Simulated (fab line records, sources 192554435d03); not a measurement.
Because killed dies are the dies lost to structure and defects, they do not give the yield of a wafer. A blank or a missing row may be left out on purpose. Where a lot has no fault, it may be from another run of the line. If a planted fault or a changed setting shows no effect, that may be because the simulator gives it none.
fab line records    flow n5Finfet
[record] lots = 6  wafers = 18  lastDay = 17
route steps=1938 shown BEOL_M11@1578 PASSIVATION@1936
lots that met no fault: taken from a fault-free run of the same line
startH: the number of hours between the record's first day and the start of the first shown wafer of the lot    waitH: hours from the lot's prior step to this one    " same as the row above    L1.1+2: one row covering several wafers at once    - no value, or no start was given    * or withheld: withheld    < > ~ a bound
route shown NAME@n: NAME is a module with steps in the file, n the number in the route of the first one    usual: mean and standard deviation over wafers with no fault    same: alike in all rows    chamber/n: place in a boat    sites: readings site by site    _std_site: standard deviation across them    _edge_site: mean of outer sites minus mean of inner sites    radiusMm: how far each site lies from the wafer's centre    mask NAME#n: copy n    behind: the most recent tool/chamber to have shaped the wafer    hold: why the lot went on hold/how many hours it stayed there/how the hold came to an end    device: the transistor (n, p or np) that didn't switch    end of line: the tests these same wafers got at the end of their route    step lacking rows: just its recipe    killed: the dies lost at the first sort to structure and to defects; this is not the yield of the wafer    map: per-die view of a wafer (x killed, . not killed, _ where there is no die)
set.NAME: the run value of the setting; set.NAME@STEP: its run value at that earlier step    model.NAME: the simulator's own value behind a step, which no gauge read
lots at selected steps of the route; one table per step, one row per wafer
services: the hour from which a tool's chamber was out of use, counted from the record's first day as startH (under 0 if before that day), plus the number of hours and why
[[steps]]
[step N5_BEOL_M11_TRENCH_ETCH_37]
[recipe] chemistry = C4F6/O2  targetDepthA = 1488.3  target = SiCOH_lowk  timeS = 48  ionEnergyEv = 250  pressureMtorr = 30  sourceW = 345  biasW = 185  Ar_flow_sccm = 300  C4F6_flow_sccm = 10  O2_flow_sccm = 10
[usual] drypumpMotorCurrentA = 5.7/0.35  oesProductAu = 0.82/0.07  rfFwdPowerW = 340.6/1.6  rfVppV = 664/15  showerheadPlenumPTorr = 2.88/0.06  throttleValvePct = 20.82/0.2
lot.wafer  tool        chamber  startH  waitH  drypumpMotorCurrentA  oesProductAu  rfFwdPowerW  rfHoursCounterH  rfVppV  showerheadPlenumPTorr  throttleValvePct
L593.1     rieDiel-04  1        -       -      4.9                   0.75          341.0        179              676     2.91                   20.52
L593.2     "           0        "       "      5.4                   0.74          341.6        185              659     2.94                   20.98
L593.6     "           1        "       "      5.0                   0.74          339.8        -                676     2.91                   20.52
L594.4     rieDiel-01  3        -       -      6.2                   0.92          341.2        14               643     2.82                   20.69
L594.5     "           3        "       "      6.2                   0.92          340.8        -                643     2.82                   20.68
L594.6     "           0        "       "      5.6                   0.68          340.4        -                652     2.80                   21.05
L603.2     rieDiel-04  2        -       -      6.0                   0.89          341.8        34               652     2.88                   20.95
L603.4     "           1        "       "      5.0                   0.72          339.2        202              676     2.90                   20.54
L603.5     "           3        "       "      6.1                   0.79          338.9        -                691     2.88                   20.72
L602.2     rieDiel-05  2        -       -      5.6                   0.86          338.9        53               691     2.87                   20.59
L602.3     "           0        "       "      5.0                   0.70          341.4        243              655     2.94                   20.94
L602.6     "           2        "       "      5.6                   0.86          337.9        -                690     2.87                   20.59
L613.1     rieDiel-01  1        -       -      5.7                   0.80          340.2        110              676     2.96                   20.88
L613.3     "           2        "       "      5.8                   0.84          341.7        85               665     2.78                   21.23
L613.5     "           2        "       "      5.8                   0.83          340.6        -                667     2.78                   21.22
L616.1     rieDiel-05  3        -       -      5.8                   0.80          338.3        56               659     2.93                   20.60
L616.3     "           2        "       "      5.7                   0.83          339.2        77               689     2.86                   20.63
L616.4     "           0        "       "      5.0                   0.97          340.6        7                655     2.93                   20.65
[step N5_BEOL_M11_ETCH_41]
[recipe] chemistry = CH3F/O2  target = SiCN  targetDepthA = 426  taperDeg = 2  timeS = 86  ionEnergyEv = 120  maskMaterial = TiN  pressureMtorr = 30  sourceW = 395  biasW = 75  Ar_flow_sccm = 150  CH3F_flow_sccm = 30  O2_flow_sccm = 20
[step N5_BEOL_M11_STRIP_77]
[recipe] chemistry = N2/H2  timeS = 10  powerW = 450  tempC = 40  pressureMtorr = 20  rfFrequencyHz = 6e+07  biasPowerW = 7  n2FlowSccm = 200  h2FlowSccm = 200
[step N5_BEOL_M11_OCD_MEAS_38]
[usual] trenchDepthNm = 148/3.3
lot.wafer  tool    chamber  startH  waitH  trenchDepthNm
L593.1     ocd-02  -        216.12  -      154
L593.2     "       -        "       "      148
L593.6     "       -        "       "      153
L594.4     ocd-02  -        228.05  -      149
L594.5     "       -        "       "      149
L594.6     "       -        "       "      147
L603.2     ocd-02  -        286.20  -      152
L603.4     "       -        "       "      153
L603.5     "       -        "       "      154
L602.2     ocd-02  -        288.89  -      149
L602.3     "       -        "       "      152
L602.6     "       -        "       "      148
L613.1     ocd-02  -        341.97  -      147
L613.3     "       -        "       "      153
L613.5     "       -        "       "      153
L616.1     ocd-02  -        359.51  -      140
L616.3     "       -        "       "      147
L616.4     "       -        "       "      154
[step N5_BEOL_M11_HM_STRIP_39]
[recipe] chemistry = peroxideTinStrip  material = TiN  targetDepthA = 250  tempC = 50  timeS = 158
[step N5_BEOL_M11_SRD_40]
[recipe] timeS = 30  tempC = 23  rinseLiquid = diw  dry = ipaMarangoni
[step N5_BEOL_M11_PRECLEAN_42]
[recipe] chemistry = residueRemover  timeS = 60  tempC = 40
[step N5_BEOL_M11_SRD_43]
[recipe] timeS = 30  tempC = 23  rinseLiquid = diw  dry = ipaMarangoni
[step N5_BEOL_M11_CD_MEAS_35]
[recipe] targetCdNm = 70  polarity = opening
[usual] cdNm = 70.2/0.75
lot.wafer  tool      chamber  startH  waitH  cdNm
L593.1     cdSem-01  -        216.27  0.0    71.0
L593.2     "         -        "       "      68.8
L593.6     "         -        "       "      71.3
L594.4     cdSem-02  -        228.20  0.0    69.7
L594.5     "         -        "       "      71.0
L594.6     "         -        "       "      69.7
L603.2     cdSem-02  -        286.37  0.0    70.6
L603.4     "         -        "       "      70.2
L603.5     "         -        "       "      72.0
L602.2     cdSem-02  -        289.04  0.0    71.0
L602.3     "         -        "       "      71.1
L602.6     "         -        "       "      72.0
L613.1     cdSem-01  -        342.13  0.0    70.6
L613.3     "         -        "       "      69.1
L613.5     "         -        "       "      70.3
L616.1     cdSem-02  -        359.67  0.0    69.3
L616.3     "         -        "       "      71.0
L616.4     "         -        "       "      69.6
[step N5_BEOL_M11_CURE_72]
[recipe] tempC = 370  timeS = 120  ambient = DMADMS/He  material = SiCOH_lowk
[usual] lampPowerPct = 52.31/0.055  wafer_temp_C_max = 371.6/0.59
lot.wafer  tool       chamber  startH  waitH  lampPowerPct  wafer_temp_C_max
L593.1     uvCure-02  0        216.31  0.0    52.37         371.1
L593.2     "          0        "       "      52.23         370.7
L593.6     "          0        "       "      52.27         371.9
L594.4     uvCure-03  0        228.39  0.2    52.29         371.7
L594.5     "          0        "       "      52.31         371.8
L594.6     "          0        "       "      52.31         372.2
L603.2     uvCure-02  0        286.73  0.4    52.30         371.4
L603.4     "          0        "       "      52.22         371.7
L603.5     "          0        "       "      52.26         371.7
L602.2     uvCure-01  1        289.13  0.1    52.24         371.0
L602.3     "          1        "       "      52.28         371.5
L602.6     "          1        "       "      52.33         371.5
L613.1     uvCure-03  1        342.17  0.0    52.23         372.2
L613.3     "          1        "       "      52.24         371.7
L613.5     "          1        "       "      52.25         372.4
L616.1     uvCure-02  0        360.91  1.2    52.24         371.5
L616.3     "          0        "       "      52.36         371.7
L616.4     "          0        "       "      52.33         371.2
[step N5_BEOL_M11_DEGAS_44]
[recipe] ambient = vacuum  tempC = 250  timeS = 60
[usual] heaterPowerW = 333/17  susceptorTempC = 250.01/0.18
lot.wafer  tool           chamber  startH  waitH  heaterPowerW  susceptorTempC
L593.1     pvdSputter-03  -        217.13  0.8    363           250.20
L593.2     "              -        "       "      334           250.22
L593.6     "              -        "       "      312           249.80
L594.4     pvdSputter-01  -        228.71  0.3    341           250.11
L594.5     "              -        "       "      326           250.09
L594.6     "              -        "       "      336           249.95
L603.2     pvdSputter-01  -        287.32  0.5    326           250.08
L603.4     "              -        "       "      331           249.67
L603.5     "              -        "       "      317           249.93
L602.2     pvdSputter-01  -        290.19  1.0    324           250.08
L602.3     "              -        "       "      330           249.91
L602.6     "              -        "       "      345           249.83
L613.1     pvdSputter-03  -        342.67  0.5    343           249.99
L613.3     "              -        "       "      333           250.11
L613.5     "              -        "       "      355           250.24
L616.1     pvdSputter-02  -        362.37  1.4    359           250.10
L616.3     "              -        "       "      308           250.26
L616.4     "              -        "       "      340           250.27
[step N5_BEOL_M11_PRE_CLEAN_45]
[recipe] gas = H2/He  timeS = 30  tempC = 250
[usual] heaterPowerW = 332/17  susceptorTempC = 250.00/0.17
lot.wafer  tool           chamber  startH  waitH  heaterPowerW  susceptorTempC
L593.1     pvdSputter-03  -        217.17  0.0    355           249.94
L593.2     "              -        "       "      333           250.31
L593.6     "              -        "       "      309           250.21
L594.4     pvdSputter-01  -        228.75  0.0    338           249.87
L594.5     "              -        "       "      321           249.86
L594.6     "              -        "       "      340           249.69
L603.2     pvdSputter-01  -        287.36  0.0    327           250.28
L603.4     "              -        "       "      324           249.75
L603.5     "              -        "       "      325           249.95
L602.2     pvdSputter-01  -        290.23  0.0    324           249.90
L602.3     "              -        "       "      335           249.90
L602.6     "              -        "       "      338           249.84
L613.1     pvdSputter-03  -        342.71  0.0    338           250.08
L613.3     "              -        "       "      320           249.90
L613.5     "              -        "       "      360           250.00
L616.1     pvdSputter-02  -        362.41  0.0    351           249.78
L616.3     "              -        "       "      297           250.04
L616.4     "              -        "       "      333           250.16
[step N5_BEOL_M11_ALD_74]
[recipe] material = TaN  targetThkA = 20  tempC = 275  aldPrecursorFamily = PDMAT  aldCoReactant = NH3  pressureTorr = 3  carrierFlowSccm = 1500  pulseTimeS = 2  purgeTimeS = 3  coReactantPurgeTimeS = 2  coReactantPulseTimeS = 3  aldCycles = 40  precursorVesselTempC = 75  precursorVesselPressureTorr = 26.25  precursorVesselCarrierSccm = 1000
[usual] aldCycles = 40/0  heaterPowerW = 407/48  susceptorTempC = 275.00/0.19
lot.wafer  tool         chamber  startH  waitH  aldCycles  heaterPowerW  susceptorTempC
L593.1     aldMetal-01  1        217.23  0.0    40         353           275.03
L593.2     "            3        "       "      40         438           275.16
L593.6     "            1        "       "      40         365           274.94
L594.4     aldMetal-04  2        228.94  0.2    40         396           274.97
L594.5     "            0        "       "      40         408           274.85
L594.6     "            3        "       "      40         437           275.18
L603.2     aldMetal-01  1        287.48  0.1    42         363           274.60
L603.4     "            2        "       "      40         367           274.88
L603.5     "            2        "       "      40         369           274.79
L602.2     aldMetal-01  3        290.37  0.1    42         436           275.21
L602.3     "            0        "       "      40         357           275.23
L602.6     "            1        "       "      42         352           275.30
L613.1     aldMetal-03  0        342.79  0.1    40         411           275.12
L613.3     "            3        "       "      40         436           275.06
L613.5     "            2        "       "      40         506           275.24
L616.1     aldMetal-01  2        362.47  0.0    40         354           275.10
L616.3     "            3        "       "      40         439           274.96
L616.4     "            0        "       "      40         357           274.76
[step N5_BEOL_M11_SURFACE_TREAT_76]
[recipe] gas = Ar  timeS = *  ionEnergyEv = *  ionCurrentMaCm2 = 0.5  pressureMtorr = *  arFlowSccm = 30
[usual] throttleValvePct = *
lot.wafer  tool           chamber  startH  waitH  throttleValvePct
L593.1     pvdSputter-02  -        217.58  0.2    *
L593.2     "              -        "       "      *
L593.6     "              -        "       "      *
L594.4     pvdSputter-01  -        229.13  0.1    *
L594.5     "              -        "       "      *
L594.6     "              -        "       "      *
L603.2     pvdSputter-01  -        287.99  0.4    *
L603.4     "              -        "       "      *
L603.5     "              -        "       "      *
L602.2     pvdSputter-01  -        290.71  0.2    *
L602.3     "              -        "       "      *
L602.6     "              -        "       "      *
L613.1     pvdSputter-03  -        343.08  0.2    *
L613.3     "              -        "       "      *
L613.5     "              -        "       "      *
L616.1     pvdSputter-02  -        362.81  0.2    *
L616.3     "              -        "       "      *
L616.4     "              -        "       "      *
[step N5_PASSIVATION_PROBE_49]
[usual] defectLimitedYield = 91.4/1.4  killed_at_M0_to_M3 = 34/8.9  killed_at_M4_up = 13/4.6  killedAtContacts = 12/5.5  killedAtFrontEnd = 41/11  killedAtOther = 3.1/2.9  killedDies = 102/16  killedOnRim = 13/4.2  killedOpen = 66/11  killedShort = 34/7.6  sort_bin_4_leakage = 0.01/0.14  sort_bin_5_function = 5.1/0.89  sort_bin_6_memory = 3.2/0.61  sort_bin_8_speed = 0.02/0.12  sortNPass = 1078/16  sortYieldPct = 91.3/1.4
[same] grossDies = 1180  killedAtBackSide = 0
lot.wafer  tool       chamber  startH  waitH  defectLimitedYield[%]  killed_at_M0_to_M3  killed_at_M4_up  killedAtContacts  killedAtFrontEnd  killedAtOther  killedDies  killedOnRim  killedOpen  killedShort  sort_bin_4_leakage[%]  sort_bin_5_function[%]  sort_bin_6_memory[%]  sort_bin_8_speed[%]  sortNPass  sortYieldPct[%]
L594.4     prober-01  -        276.17  0.2    89.1                   30                  16               11                69                3              129         12           77          40           0                      5.9                     4.0                   0                    1051       89.1
L594.5     prober-01  -        276.22  0.2    90.0                   45                  10               20                43                0              118         11           80          38           0                      5.5                     4.1                   0                    1062       90.0
L594.6     prober-01  -        276.27  0.3    87.6                   55                  16               11                61                3              146         24           100         40           0                      7.5                     3.8                   0                    1034       87.6
L603.2     prober-02  -        330.00  0.1    92.2                   24                  12               11                35                10             92          15           55          36           0                      4.8                     2.9                   0.17                 1086       92.0
L603.4     prober-02  -        330.10  0.2    91.9                   35                  12               11                30                8              96          17           65          31           0                      4.9                     2.9                   0                    1084       91.9
L603.5     prober-02  -        330.15  0.2    93.4                   35                  5                8                 26                4              78          12           60          18           0                      3.4                     3.2                   0                    1102       93.4
L616.1     prober-01  -        407.78  0.0    90.3                   35                  17               16                45                1              114         20           73          34           0                      5.0                     3.6                   0                    1066       90.3
L616.3     prober-01  -        407.88  0.1    92.9                   37                  16               9                 18                4              84          14           65          19           0                      4.7                     2.3                   0                    1096       92.9
L616.4     prober-01  -        407.93  0.2    92.2                   23                  12               4                 48                5              92          10           61          31           0                      4.6                     2.8                   0                    1088       92.2
// killed by level:class
L594.4 FIN_SAQP:geometricParticle:open=13 FIN_SAQP:geometricParticle:short=12 MOL_CONTACT_COAG:geometricParticle:open=10 STI_FIN_REVEAL:geometricParticle:open=9 GATE_CUT:geometricParticle:short=8 BEOL_M2:geometricParticle:open=8 HKMG_FIN:areaEtch=8 BEOL_M0_SAQP:geometricParticle:open=6
L594.5 MOL_CONTACT_COAG:geometricParticle:open=15 BEOL_M0_SAQP:geometricParticle:open=14 FIN_SAQP:geometricParticle:open=12 STI_FIN_REVEAL:geometricParticle:open=12 FIN_SAQP:geometricParticle:short=11 BEOL_M0_SAQP:geometricParticle:short=8 BEOL_M2:geometricParticle:open=8 MOL_CONTACT_COAG:geometricParticle:short=5
L594.6 FIN_SAQP:geometricParticle:open=19 BEOL_M0_SAQP:geometricParticle:open=15 BEOL_M0_SAQP:geometricParticle:short=14 STI_FIN_REVEAL:geometricParticle:open=12 FIN_SAQP:geometricParticle:short=8 MOL_CONTACT_COAG:geometricParticle:open=8 BEOL_M0:geometricParticle:open=7 DUMMY_GATE:geometricParticle:open=6
L603.2 MOL_CONTACT_COAG:geometricParticle:open=8 GATE_CUT:geometricParticle:open=7 BEOL_M0_SAQP:geometricParticle:short=7 FIN_SAQP:geometricParticle:short=6 FIN_SAQP:geometricParticle:open=5 BEOL_M0_SAQP:geometricParticle:open=5 BEOL_M1:geometricParticle:open=4 BEOL_M4:geometricParticle:open=4
L603.4 BEOL_M3:geometricParticle:open=12 MOL_CONTACT_COAG:geometricParticle:open=10 BEOL_M0_SAQP:geometricParticle:open=7 BEOL_M0_SAQP:geometricParticle:short=6 GATE_CUT:geometricParticle:open=5 MIM_TOP:geometricParticle:short=5 FIN_SAQP:geometricParticle:open=4 FIN_SAQP:geometricParticle:short=4
L603.5 BEOL_M0_SAQP:geometricParticle:open=11 BEOL_M1:geometricParticle:open=10 FIN_SAQP:geometricParticle:open=8 MOL_CONTACT_COAG:geometricParticle:open=6 BEOL_M2:geometricParticle:open=5 BEOL_M0_SAQP:geometricParticle:short=4 STARTING-WAFER:geometricParticle:open=4 GATE_CUT:geometricParticle:open=3
L616.1 MOL_CONTACT_COAG:geometricParticle:open=15 BEOL_M3:geometricParticle:open=11 BEOL_M4:geometricParticle:open=10 HKMG_FIN:areaEtch=7 STARTING-WAFER:geometricParticle:short=6 BEOL_M0_SAQP:geometricParticle:open=6 BEOL_M1:geometricParticle:open=6 STI_FIN_REVEAL:geometricParticle:open=5
L616.3 BEOL_M1:geometricParticle:open=14 BEOL_M3:geometricParticle:open=8 MOL_CONTACT_COAG:geometricParticle:open=7 FIN_SAQP:geometricParticle:open=6 BEOL_M4:geometricParticle:open=6 BEOL_M0_SAQP:geometricParticle:open=5 BEOL_M4:geometricParticle:short=4 FIN_SAQP:geometricParticle:short=3
L616.4 FIN_SAQP:geometricParticle:open=13 BEOL_M3:geometricParticle:open=10 FIN_SAQP:geometricParticle:short=9 BEOL_M1:geometricParticle:open=5 STI_FIN_REVEAL:geometricParticle:open=4 BEOL_M4:geometricParticle:open=4 PASS1_CAP:geometricParticle:short=4 ILD0:geometricParticle:short=3
[[services]]
tool         chamber  startH  hours  kind
rieDiel-05   -        200.69  1.2    repair
rieDiel-04   3        204.29  12.3   repair
rieDiel-01   -        205.20  14.6   pm
aldMetal-04  1        211.18  24.9   repair
uvCure-03    -        211.62  1.1    repair
rieDiel-05   0        231.27  1.3    repair
rieDiel-01   2        241.99  4.6    repair
aldMetal-03  0        251.81  3.2    repair
aldMetal-03  1        254.75  14.2   repair
uvCure-02    -        260.92  7.5    pm
rieDiel-05   -        266.35  15.6   pm
rieDiel-01   2        279.08  5.3    repair
uvCure-02    -        284.44  1.2    repair
rieDiel-05   0        301.90  5.6    repair
aldMetal-04  -        304.74  6.0    pm
aldMetal-01  -        319.58  0.7    repair
aldMetal-03  -        327.63  0.4    repair
aldMetal-01  -        337.35  14.0   pm
rieDiel-01   3        339.32  3.9    repair
aldMetal-03  2        346.96  3.7    repair
rieDiel-05   1        352.70  1.2    repair
rieDiel-01   2        358.50  3.5    repair
uvCure-01    -        359.14  2.1    pm
uvCure-03    -        359.33  7.1    pm
[[key]]
[firstSign] step = N5_BEOL_M11_ALD_74  reading = aldCycles  direction = up  sigmas = 99+  usual = *  struck = *
effect none on later readings
metAt N5_BEOL_M11_ALD_74
struckWafers L602.2,L602.6,L603.2
onsetBetween 217.23 287.48
[fault] kind = processParameterDrift  tool = aldMetal-01  chamber = -  onsetH = 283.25  steps = N5_BEOL_M11_ALD_74  channel = aldCycles  offset = *  shape = step  endH = 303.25  scope = struckWafersOnly  actsIn = *  stated = *
